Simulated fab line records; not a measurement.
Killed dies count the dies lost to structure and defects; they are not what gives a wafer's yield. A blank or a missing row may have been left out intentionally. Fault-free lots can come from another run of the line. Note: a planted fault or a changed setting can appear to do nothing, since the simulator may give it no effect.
Which tool was responsible? + flow n5 finfet + 8 lots, 24 wafers sampled, at 7 steps of a route of 1938

== WHAT THE GAUGES SHOWED, per wafer ==
N5_BEOL_M3_CD_MEAS_28: target cd 25.7 nm, target cd y 23.3 nm. Usual: 25.74 nm for cd nm, sd 0.23.
| lot  | measured     | on        | cd nm (nm)        | flag |
|------|--------------|-----------|-------------------|------|
| L662 | day 7 17:52  | cd sem-03 | 25.65 25.60 25.29 |      |
| L665 | day 8 09:53  | cd sem-02 | 25.88 25.58 26.07 |      |
| L668 | day 8 21:37  | cd sem-03 | 25.70 25.71 25.66 |      |
| L667 | day 8 23:49  | cd sem-03 | 25.65 25.47 25.88 |      |
| L670 | day 9 14:36  | cd sem-02 | 25.66 25.52 25.66 |      |
| L672 | day 10 08:01 | cd sem-03 | 25.64 25.14 25.57 |      |
| L673 | day 10 08:18 | cd sem-01 | 25.81 25.82 25.63 |      |
| L674 | day 10 18:45 | cd sem-02 | 25.71 26.02 26.19 |      |

N5_BEOL_M3_OCD_MEAS_38. Usual: 55.6 nm for trench depth nm, sd 1.1.
| lot  | measured     | on     | trench depth nm (nm) | flag |
|------|--------------|--------|----------------------|------|
| L662 | day 8 00:20  | ocd-01 | 55.0 54.3 55.0       |      |
| L665 | day 8 10:55  | ocd-01 | 55.2 57.6 56.2       |      |
| L668 | day 8 22:55  | ocd-02 | 56.3 58.6 55.9       |      |
| L667 | day 9 05:34  | ocd-02 | 56.7 55.0 57.4       |      |
| L670 | day 9 15:58  | ocd-01 | 54.4 54.8 54.6       |      |
| L672 | day 10 14:04 | ocd-02 | 55.7 54.9 54.5       |      |
| L673 | day 10 09:34 | ocd-01 | 55.6 55.6 57.5       |      |
| L674 | day 10 22:45 | ocd-01 | 28.8 55.5 54.7       | OFF  |

N5_BEOL_M4_RC_MEAS_101. Usual: CHAIN_V2_max_site 242 ohm/link, standard deviation 7.3; DIBL_N 36.3 mV/V, standard deviation 1.2; DIBL_P 36.1 mV/V, standard deviation 1.6; IOFF_N 0.161 nA/um, standard deviation 0.023; IOFF_P 0.209 nA/um, standard deviation 0.027; ION_N 676 uA/um, standard deviation 8.9; ION_P 462 uA/um, standard deviation 5.3; SS_N 71.5 mV/dec, standard deviation 0.51; SS_P 73.2 mV/dec, standard deviation 0.5; VT_N 249.1 mV, standard deviation 2.5; VT_P -249.9 mV, standard deviation 2.8.
| lot  | measured     | on        | CHAIN_V2_max_site (ohm/link) | DIBL_N (mV/V)  | DIBL_P (mV/V)  | IOFF_N (nA/um)    | IOFF_P (nA/um)    | ION_N (uA/um) | ION_P (uA/um) | SS_N (mV/dec)  | SS_P (mV/dec)  | VT_N (mV)         | VT_P (mV)            | flag |
|------|--------------|-----------|------------------------------|----------------|----------------|-------------------|-------------------|---------------|---------------|----------------|----------------|-------------------|----------------------|------|
| L662 | day 8 12:03  | prober-01 | 245 238 261                  | 36.8 37.7 36.8 | 35.5 35.8 34.7 | 0.161 0.174 0.162 | 0.221 0.220 0.213 | 675 674 664   | 463 466 460   | 71.3 71.2 71.5 | 73.0 73.1 73.5 | 250.1 250.3 248.5 | -248.8 -249.0 -247.3 |      |
| L665 | day 9 04:35  | prober-02 | 239 243 240                  | 37.6 36.4 37.9 | 36.7 36.1 37.3 | 0.184 0.168 0.192 | 0.262 0.241 0.272 | 682 686 678   | 471 468 465   | 71.5 71.5 71.8 | 73.2 73.4 73.4 | 245.7 247.2 248.0 | -246.9 -244.0 -243.8 |      |
| L668 | day 9 14:19  | prober-02 | 229 237 242                  | 36.9 37.7 36.9 | 34.3 35.4 34.6 | 0.153 0.170 0.166 | 0.203 0.221 0.202 | 670 667 674   | 467 462 459   | 71.5 71.7 71.5 | 73.2 72.8 72.8 | 249.4 247.7 250.3 | -248.5 -248.0 -252.3 |      |
| L667 | day 9 19:53  | prober-01 | 242 249 241                  | 34.3 35.1 35.0 | 34.7 35.5 35.4 | 0.129 0.140 0.140 | 0.158 0.175 0.171 | 664 679 663   | 450 461 454   | 71.2 71.3 71.4 | 73.6 73.3 73.3 | 252.9 248.6 249.8 | -256.2 -252.5 -253.8 |      |
| L670 | day 10 10:28 | prober-01 | 243 244 235                  | 36.6 36.6 36.2 | 36.6 37.1 36.4 | 0.164 0.165 0.150 | 0.206 0.209 0.196 | 684 687 673   | 463 465 457   | 71.7 71.4 70.7 | 72.9 73.7 73.0 | 246.6 249.3 248.3 | -249.0 -247.0 -250.7 |      |
| L672 | day 11 06:47 | prober-02 | 246 240 241                  | 36.9 35.8 36.5 | 36.3 35.2 35.7 | 0.165 0.153 0.152 | 0.255 0.231 0.236 | 678 678 671   | 471 470 467   | 71.0 71.1 71.5 | 72.7 72.7 73.2 | 247.4 244.7 248.8 | -244.3 -244.4 -244.2 |      |
| L673 | day 11 01:43 | prober-02 | 248 238 241                  | 38.5 38.4 36.0 | 37.1 37.0 35.3 | 0.182 0.186 0.138 | 0.229 0.229 0.193 | 678 671 658   | 466 459 455   | 72.4 72.5 71.4 | 73.8 73.3 73.3 | 249.7 249.1 255.3 | -249.3 -247.8 -251.9 |      |
| L674 | day 11 15:14 | prober-02 | ~571 240 242                 | 36.4 37.0 35.9 | 35.7 36.8 36.1 | 0.165 0.178 0.161 | 0.181 0.193 0.187 | 666 674 671   | 457 456 455   | 72.0 71.8 70.9 | 73.6 74.2 73.5 | 247.4 249.3 249.5 | -253.8 -253.1 -253.2 |      |

== TOOL THAT RAN EACH LOT (tool first, then ch and the chambers of the sampled wafers, then the start) ==
| lot  | N5_BEOL_M3_ETCH_74                 | N5_BEOL_M3_HM_OPEN_17             | N5_BEOL_M3_ETCHBACK_99             | N5_BEOL_M3_ETCH_70                 |
|------|------------------------------------|-----------------------------------|------------------------------------|------------------------------------|
| L662 | rie diel-02 ch 0,2, day 7 16:59    | rie metal-01 ch 0,1, day 7 17:13  | rie diel-03 ch 1,2, day 7 23:56    | rie diel-03 ch 1,2, day 7 23:59    |
| L665 | rie diel-06 ch 1,2,3, day 8 09:10  | rie metal-01 ch 0,1, day 8 09:23  | rie diel-02 ch 0,1,3, day 8 10:32  | rie diel-02 ch 0,1,3, day 8 10:34  |
| L668 | rie diel-02 ch 1,3, day 8 20:46    | rie metal-01 ch 0,1, day 8 20:59  | rie diel-02 ch 1,3, day 8 22:31    | rie diel-02 ch 1,3, day 8 22:33    |
| L667 | rie diel-02 ch 0,2,3, day 8 23:06  | rie metal-01 ch 0,1, day 8 23:19  | rie diel-03 ch 0,2,3, day 9 05:11  | rie diel-03 ch 0,2,3, day 9 05:13  |
| L670 | rie diel-02 ch 1,2,3, day 9 13:53  | rie metal-03 ch 0,1, day 9 14:06  | rie diel-06 ch 0,2,3, day 9 15:35  | rie diel-06 ch 0,2,3, day 9 15:37  |
| L672 | rie diel-02 ch 0,3, day 10 07:18   | rie metal-01 ch 0,1, day 10 07:32 | rie diel-03 ch 0,1,2, day 10 13:40 | rie diel-03 ch 0,1,2, day 10 13:42 |
| L673 | rie diel-06 ch 1,2,3, day 10 07:28 | rie metal-03 ch 0,1, day 10 07:43 | rie diel-02 ch 1,3, day 10 09:10   | rie diel-02 ch 1,3, day 10 09:13   |
| L674 | rie diel-02 ch 0,1,3, day 10 17:55 | rie metal-03 ch 0,1, day 10 18:07 | rie diel-03 ch 1,2, day 10 22:22   | rie diel-03 ch 1,2, day 10 22:24   |
- N5_BEOL_M3_ETCH_74: etches underlayer in N2/H2, target depth 6.5 nm, time 5.2 s.
- N5_BEOL_M3_HM_OPEN_17: chemistry Cl2/BCl3, target TiN, target depth 20 nm, overetch 6 nm.
- N5_BEOL_M3_ETCHBACK_99: etches SiO2 in CHF3, target depth 5 nm, time 10.4 s.
- N5_BEOL_M3_ETCH_70: etches SOC in N2/H2, target depth 80 nm, overetch 16 nm, time 120 s.

== WHAT THE TOOLS THEMSELVES READ (means of the sampled wafers that have a number; where no wafer has one, the mark that the record gives instead) ==
N5_BEOL_M3_ETCH_74. Usual: drypump motor current A 5.9 A, standard deviation 0.38; etch rf on time s 5.18 s, standard deviation 0.1; oes product au 0.70 a.u., standard deviation 0.073; rf vpp V 525 V, standard deviation 3.2; showerhead plenum p Torr 2.59 Torr, standard deviation 0.1; throttle valve pct 17.77 %, standard deviation 0.27.
| lot  | tool        | drypump motor current A (A) | etch rf on time s (s) | oes product au (a.u.) | rf vpp V (V) | showerhead plenum p Torr (Torr) | throttle valve pct (%) | flag |
|------|-------------|-----------------------------|-----------------------|-----------------------|--------------|---------------------------------|------------------------|------|
| L662 | rie diel-02 | 6.1                         | 5.20                  | 0.66                  | 523          | 2.52                            | 17.98                  |      |
| L665 | rie diel-06 | 5.8                         | 5.14                  | 0.75                  | 526          | 2.62                            | 17.64                  |      |
| L668 | rie diel-02 | 5.8                         | 5.09                  | 0.77                  | 528          | 2.69                            | 17.61                  |      |
| L667 | rie diel-02 | 5.9                         | 5.14                  | 0.72                  | 527          | 2.60                            | 17.79                  |      |
| L670 | rie diel-02 | 6.0                         | 5.15                  | 0.69                  | 525          | 2.59                            | 17.80                  |      |
| L672 | rie diel-02 | 5.9                         | 5.12                  | 0.73                  | 529          | 2.69                            | 17.56                  |      |
| L673 | rie diel-06 | 5.7                         | 5.19                  | 0.74                  | 526          | 2.61                            | 17.65                  |      |
| L674 | rie diel-02 | 6.0                         | 5.17                  | 0.70                  | 529          | 2.68                            | 17.57                  |      |

N5_BEOL_M3_HM_OPEN_17. Usual: drypump motor current A 5.5 A, standard deviation 0.39; oes product au 0.66 a.u., standard deviation 0.052; throttle valve pct 22.2 %, standard deviation 0.34.
| lot  | tool         | drypump motor current A (A) | oes product au (a.u.) | throttle valve pct (%) | flag |
|------|--------------|-----------------------------|-----------------------|------------------------|------|
| L662 | rie metal-01 | 5.6                         | 0.65                  | 22.2                   |      |
| L665 | rie metal-01 | 5.8                         | 0.66                  | 22.3                   |      |
| L668 | rie metal-01 | 5.8                         | 0.66                  | 22.3                   |      |
| L667 | rie metal-01 | 5.8                         | 0.65                  | 22.3                   |      |
| L670 | rie metal-03 | 5.1                         | 0.63                  | 22.6                   |      |
| L672 | rie metal-01 | 5.5                         | 0.64                  | 22.2                   |      |
| L673 | rie metal-03 | 5.1                         | 0.63                  | 22.7                   |      |
| L674 | rie metal-03 | 5.4                         | 0.68                  | 22.5                   |      |

N5_BEOL_M3_ETCHBACK_99. Usual: drypump motor current A 5.8 A, standard deviation 0.47; oes product au 0.81 a.u., standard deviation 0.087; rf vpp V 241.8 V, standard deviation 2.9; showerhead plenum p Torr 2.16 Torr, standard deviation 0.077; throttle valve pct 17.06 %, standard deviation 0.21.
| lot  | tool        | drypump motor current A (A) | oes product au (a.u.) | rf vpp V (V) | showerhead plenum p Torr (Torr) | throttle valve pct (%) | flag |
|------|-------------|-----------------------------|-----------------------|--------------|---------------------------------|------------------------|------|
| L662 | rie diel-03 | 5.7                         | 0.75                  | 241.0        | 2.18                            | 17.23                  |      |
| L665 | rie diel-02 | 5.9                         | 0.85                  | 242.8        | 2.27                            | 16.81                  |      |
| L668 | rie diel-02 | 6.0                         | 0.81                  | 243.7        | 2.26                            | 16.82                  |      |
| L667 | rie diel-03 | 5.8                         | 0.87                  | 242.7        | 2.10                            | 17.04                  |      |
| L670 | rie diel-06 | 5.6                         | 0.78                  | 239.5        | 2.19                            | 17.01                  |      |
| L672 | rie diel-03 | 6.0                         | 0.78                  | 241.5        | 2.13                            | 17.15                  |      |
| L673 | rie diel-02 | 6.0                         | 0.80                  | 243.6        | 2.25                            | 16.85                  |      |
| L674 | rie diel-03 | 5.5                         | 0.66                  | 240.0        | 2.12                            | 17.21                  |      |

N5_BEOL_M3_ETCH_70. Usual: drypump motor current A 5.8 A, standard deviation 0.47; oes product au 0.62 a.u., standard deviation 0.061; rf vpp V 524.2 V, standard deviation 2.6; showerhead plenum p Torr 2.55 Torr, standard deviation 0.09; temp c 39.99 C, standard deviation 0.1; throttle valve pct 17.84 %, standard deviation 0.26.
| lot  | tool        | drypump motor current A (A) | oes product au (a.u.) | rf vpp V (V) | showerhead plenum p Torr (Torr) | temp c (C) | throttle valve pct (%) | flag |
|------|-------------|-----------------------------|-----------------------|--------------|---------------------------------|------------|------------------------|------|
| L662 | rie diel-03 | 5.7                         | 0.58                  | 525.2        | 2.59                            | 39.93      | 18.13                  |      |
| L665 | rie diel-02 | 5.9                         | 0.64                  | 527.6        | 2.68                            | 39.99      | 17.50                  |      |
| L668 | rie diel-02 | 6.0                         | 0.61                  | 527.5        | 2.67                            | 39.99      | 17.52                  |      |
| L667 | rie diel-03 | 5.8                         | 0.66                  | 522.1        | 2.48                            | 40.01      | 17.83                  |      |
| L670 | rie diel-06 | 5.7                         | 0.60                  | 525.9        | 2.59                            | 39.80      | 17.80                  |      |
| L672 | rie diel-03 | 5.9                         | 0.59                  | 522.8        | 2.53                            | 39.94      | 18.02                  |      |
| L673 | rie diel-02 | 6.0                         | 0.61                  | 526.7        | 2.67                            | 40.01      | 17.53                  |      |
| L674 | rie diel-03 | 5.5                         | 0.52                  | 523.3        | 2.51                            | 39.96      | 18.13                  |      |

== THE ANSWER, worked out from the rows above alone ==
Rule: take the mean of a lot's wafers that have a number; if it is more than 3 standard deviations from the usual mean, the lot is off. A lot without any number at a reading at which 4 lots or more have one is off too. The other lots that the step has rows for count as sound. After the gauges, taken in route order, come the tools' own readings; for these a lot's mean is taken, as printed above. The first step at which some lot is off is used, and at that step the reading that is off furthest; a lot without a number counts as furthest.
Off: L674, at N5_BEOL_M3_OCD_MEAS_38 (trench depth nm).
If a tool, at a process step before that reading, ran all the lots that are off and no sound lot after the first of them, it fits. Gauges at N5_BEOL_M3_OCD_MEAS_38: tried the same way as those tools. Can't be told from this: 4 tools fit, rie diel-02 at N5_BEOL_M3_ETCH_74, rie metal-03 at N5_BEOL_M3_HM_OPEN_17, rie diel-03 at N5_BEOL_M3_ETCHBACK_99 and N5_BEOL_M3_ETCH_70, ocd-01 at N5_BEOL_M3_OCD_MEAS_38.

== WHAT THE SIMULATOR PUT IN ==
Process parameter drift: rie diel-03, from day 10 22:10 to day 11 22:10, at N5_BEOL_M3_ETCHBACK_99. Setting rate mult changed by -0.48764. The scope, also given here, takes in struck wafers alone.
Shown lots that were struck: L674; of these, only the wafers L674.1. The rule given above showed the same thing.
